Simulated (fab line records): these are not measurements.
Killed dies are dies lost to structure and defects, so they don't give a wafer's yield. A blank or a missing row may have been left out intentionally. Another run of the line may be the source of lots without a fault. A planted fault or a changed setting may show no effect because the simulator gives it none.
Chamber matching || flow n5Finfet || rieDiel-04 running N5_BEOL_M14_TRENCH_ETCH_34: 4 sister chambers
The step etches SiO2 in C4F8/O2/Ar, target depth 556.65 nm, time 126.9 s. 14 wafers are shown with their chamber, then 7 later ones without.

== WAFERS, EACH WITH ITS CHAMBER ==
{"wafer": "L515.2", "chamber": 0, "showerheadPlenumPTorr (Torr)": 3.39, "rfVppV (V)": 2213, "throttleValvePct (%)": 30.89}
{"wafer": "L515.5", "chamber": 0, "showerheadPlenumPTorr (Torr)": 3.39, "rfVppV (V)": 2213, "throttleValvePct (%)": 30.89}
{"wafer": "L515.6", "chamber": 1, "showerheadPlenumPTorr (Torr)": 3.36, "rfVppV (V)": 2217, "throttleValvePct (%)": 30.85}
{"wafer": "L520.1", "chamber": 3, "showerheadPlenumPTorr (Torr)": 3.60, "rfVppV (V)": 2253, "throttleValvePct (%)": 30.79}
{"wafer": "L520.4", "chamber": 1, "showerheadPlenumPTorr (Torr)": 3.36, "rfVppV (V)": 2217, "throttleValvePct (%)": 30.86}
{"wafer": "L520.6", "chamber": 2, "showerheadPlenumPTorr (Torr)": 3.32, "rfVppV (V)": 2244, "throttleValvePct (%)": 31.02}
{"wafer": "L522.1", "chamber": 2, "showerheadPlenumPTorr (Torr)": 3.32, "rfVppV (V)": 2244, "throttleValvePct (%)": 31.01}
{"wafer": "L522.4", "chamber": 3, "showerheadPlenumPTorr (Torr)": 3.60, "rfVppV (V)": 2254, "throttleValvePct (%)": 30.79}
{"wafer": "L522.6", "chamber": 0, "showerheadPlenumPTorr (Torr)": 3.38, "rfVppV (V)": 2212, "throttleValvePct (%)": 30.86}
{"wafer": "L524.1", "chamber": 3, "showerheadPlenumPTorr (Torr)": 3.60, "rfVppV (V)": 2252, "throttleValvePct (%)": 30.81}
{"wafer": "L524.2", "chamber": 2, "showerheadPlenumPTorr (Torr)": 3.32, "rfVppV (V)": 2242, "throttleValvePct (%)": 31.02}
{"wafer": "L524.4", "chamber": 0, "showerheadPlenumPTorr (Torr)": 3.38, "rfVppV (V)": 2212, "throttleValvePct (%)": 30.89}
{"wafer": "L527.1", "chamber": 3, "showerheadPlenumPTorr (Torr)": 3.59, "rfVppV (V)": 2252, "throttleValvePct (%)": 30.82}
{"wafer": "L527.2", "chamber": 2, "showerheadPlenumPTorr (Torr)": 3.32, "rfVppV (V)": 2242, "throttleValvePct (%)": 31.03}

SIGNATURES (averages over the wafers above)
{"reading": "showerheadPlenumPTorr", "chamber 0": 3.3850, "chamber 1": 3.3600, "chamber 2": 3.3200, "chamber 3": 3.5975, "scatter within a chamber": 0.00418}
{"reading": "rfVppV", "chamber 0": 2212.50, "chamber 1": 2217.00, "chamber 2": 2243.00, "chamber 3": 2252.75, "scatter within a chamber": 0.88}
{"reading": "throttleValvePct", "chamber 0": 30.8825, "chamber 1": 30.8550, "chamber 2": 31.0200, "chamber 3": 30.8025, "scatter within a chamber": 0.0126}
Rule: for each reading, subtract the chamber's mean from the wafer's reading, divide by that reading's scatter and square the result; add these up over the readings and take the root, which gives the wafer's distance from the chamber. The wafer belongs to the nearest chamber; if the next one is less than 2 further off, it can't be placed. The scatter: the root of (the sum of the squares of (reading less its chamber's mean) over the shown wafers, divided by (wafers less chambers)).

== WAFERS WITHOUT THEIR CHAMBER ==
{"wafer": "L527.4", "showerheadPlenumPTorr (Torr)": 3.35, "rfVppV (V)": 2216, "throttleValvePct (%)": 30.87}
{"wafer": "L535.2", "showerheadPlenumPTorr (Torr)": 3.58, "rfVppV (V)": 2252, "throttleValvePct (%)": 30.83}
{"wafer": "L535.3", "showerheadPlenumPTorr (Torr)": 3.37, "rfVppV (V)": 2210, "throttleValvePct (%)": 30.91}
{"wafer": "L535.4", "showerheadPlenumPTorr (Torr)": 3.31, "rfVppV (V)": 2241, "throttleValvePct (%)": 31.05}
{"wafer": "L537.2", "showerheadPlenumPTorr (Torr)": 3.34, "rfVppV (V)": 2215, "throttleValvePct (%)": 30.89}
{"wafer": "L537.3", "showerheadPlenumPTorr (Torr)": 3.31, "rfVppV (V)": 2242, "throttleValvePct (%)": 31.06}
{"wafer": "L537.6", "showerheadPlenumPTorr (Torr)": 3.36, "rfVppV (V)": 2210, "throttleValvePct (%)": 30.92}

== THE CHAMBER EACH PASSED THROUGH ==
{"wafer": "L527.4", "from the rows above": 1, "in truth": 1}
{"wafer": "L535.2", "from the rows above": 3, "in truth": 3}
{"wafer": "L535.3", "from the rows above": 0, "in truth": 0}
{"wafer": "L535.4", "from the rows above": 2, "in truth": 2}
{"wafer": "L537.2", "from the rows above": 1, "in truth": 1}
{"wafer": "L537.3", "from the rows above": 2, "in truth": 2}
{"wafer": "L537.6", "from the rows above": 0, "in truth": 0}
7 of 7 placed correctly. Left unplaced by these rows: 0. Wrongly placed: 0.
